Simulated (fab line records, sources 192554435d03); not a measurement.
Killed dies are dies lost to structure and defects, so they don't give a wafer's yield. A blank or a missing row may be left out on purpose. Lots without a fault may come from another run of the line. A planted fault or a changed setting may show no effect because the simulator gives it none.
Which tool did it? | flow n5_finfet | 8 lots, 24 wafers sampled, at 5 steps of a route of 1938

WHAT THE GAUGES READ, wafer by wafer
N5_SD_ACTIVATION_RS_MEAS_03: measures by four-point-probe.
lot  | measured    | on            | RS_SD_N (ohm/sq)
L376 | day 3 19:19 | film_metro-02 | 21.93 22.01 22.02
L377 | day 4 01:29 | film_metro-02 | 22.07 22.09 22.05
L379 | day 4 11:13 | film_metro-02 | 21.73 21.90 21.99
L380 | day 4 17:00 | film_metro-01 | 22.89 22.71 22.72
L383 | day 5 11:04 | film_metro-01 | 22.89 22.80 22.83
L388 | day 6 17:43 | film_metro-02 | 21.71 21.91 21.90
L393 | day 7 22:52 | film_metro-01 | 21.52 21.81 21.68
L394 | day 8 04:07 | film_metro-01 | 21.52 22.14 21.90

WHICH TOOL RAN EACH LOT (tool, then ch and the chambers of the sampled wafers, then the start)
lot  | N5_SD_EPI_N_ETCHBACK_44           | N5_SD_EPI_N_ETCH_45               | N5_SD_EPI_N_STRIP_38                | N5_SD_EPI_N_EPI_21
L376 | rie_diel-06 ch 0,1,2, day 3 11:07 | rie_diel-06 ch 0,1,2, day 3 11:13 | plasma_asher-02 ch 0,1, day 3 11:29 | epi_rpcvd-02 ch 0, day 3 12:22
L377 | rie_diel-05 ch 0,2,3, day 3 16:32 | rie_diel-05 ch 0,2,3, day 3 16:38 | plasma_asher-02 ch 0, day 3 16:54   | epi_rpcvd-02 ch 0, day 3 18:21
L379 | rie_diel-06 ch 0,3, day 4 01:29   | rie_diel-06 ch 0,3, day 4 01:35   | plasma_asher-02 ch 0,1, day 4 01:50 | epi_rpcvd-01 ch 0, day 4 02:55
L380 | rie_diel-06 ch 0,1,3, day 4 06:51 | rie_diel-06 ch 0,1,3, day 4 06:57 | plasma_asher-01 ch 0,1, day 4 07:13 | epi_rpcvd-02 ch 0, day 4 08:31
L383 | rie_diel-04 ch 0,1,2, day 5 02:01 | rie_diel-04 ch 0,1,2, day 5 02:07 | plasma_asher-01 ch 0,1, day 5 02:24 | epi_rpcvd-02 ch 0, day 5 04:13
L388 | rie_diel-05 ch 0,1, day 6 09:10   | rie_diel-05 ch 0,1, day 6 09:16   | plasma_asher-01 ch 0,1, day 6 09:33 | epi_rpcvd-01 ch 0, day 6 11:16
L393 | rie_diel-05 ch 1,2,3, day 7 13:43 | rie_diel-05 ch 1,2,3, day 7 13:49 | plasma_asher-02 ch 0,1, day 7 14:07 | epi_rpcvd-04 ch 0, day 7 15:49
L394 | rie_diel-06 ch 1,3, day 7 19:58   | rie_diel-06 ch 1,3, day 7 20:04   | plasma_asher-02 ch 0,1, day 7 20:21 | epi_rpcvd-04 ch 0, day 7 21:47
- N5_SD_EPI_N_ETCHBACK_44: etches SiNx in CH3F/O2, stops on SiO2, target depth 14.5 nm.
- N5_SD_EPI_N_ETCH_45: etches SiOCN in CH3F/O2, target depth 6 nm.
- N5_SD_EPI_N_STRIP_38: strips in N2/H2.
- N5_SD_EPI_N_EPI_21: deposits Si:P, time 690 s.

THE ANSWER, worked out from the rows above alone
Rule: what is usual is taken from the lots themselves. Put in order of their means at a reading, lots are off if they are a third of the lots or fewer, leave a main group of 4 or more, and stand apart from it by a gap of 3 or more times the standard deviation of the main group's means; of several such gaps the widest counts. A main group whose means are all the same, to the digits that the tables above print for the reading, isn't used. A lot without any number at a reading at which 4 lots or more have one is off too. The other lots that the step has rows for count as sound.
Off: L380, L383, at N5_SD_ACTIVATION_RS_MEAS_03 (RS_SD_N). The main group: mean 21.88 ohm/sq, standard deviation 0.13.
A tool fits if, at a process step before that reading, it ran every lot that is off, and no sound lot after the first of them. The gauges at N5_SD_ACTIVATION_RS_MEAS_03 are tried like those tools. One fits: epi_rpcvd-02 at N5_SD_EPI_N_EPI_21. Its last sound lot is L377 (day 3 18:21), its first lot that is off L380 (day 4 08:31): a fault that began between those two fits.

WHAT THE SIMULATOR HAD PUT IN
Process parameter drift: epi_rpcvd-02, from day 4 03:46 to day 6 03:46, at N5_SD_EPI_N_EPI_21. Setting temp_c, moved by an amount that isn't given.
Lots struck among those shown: L380, L383. The rule above found the same.
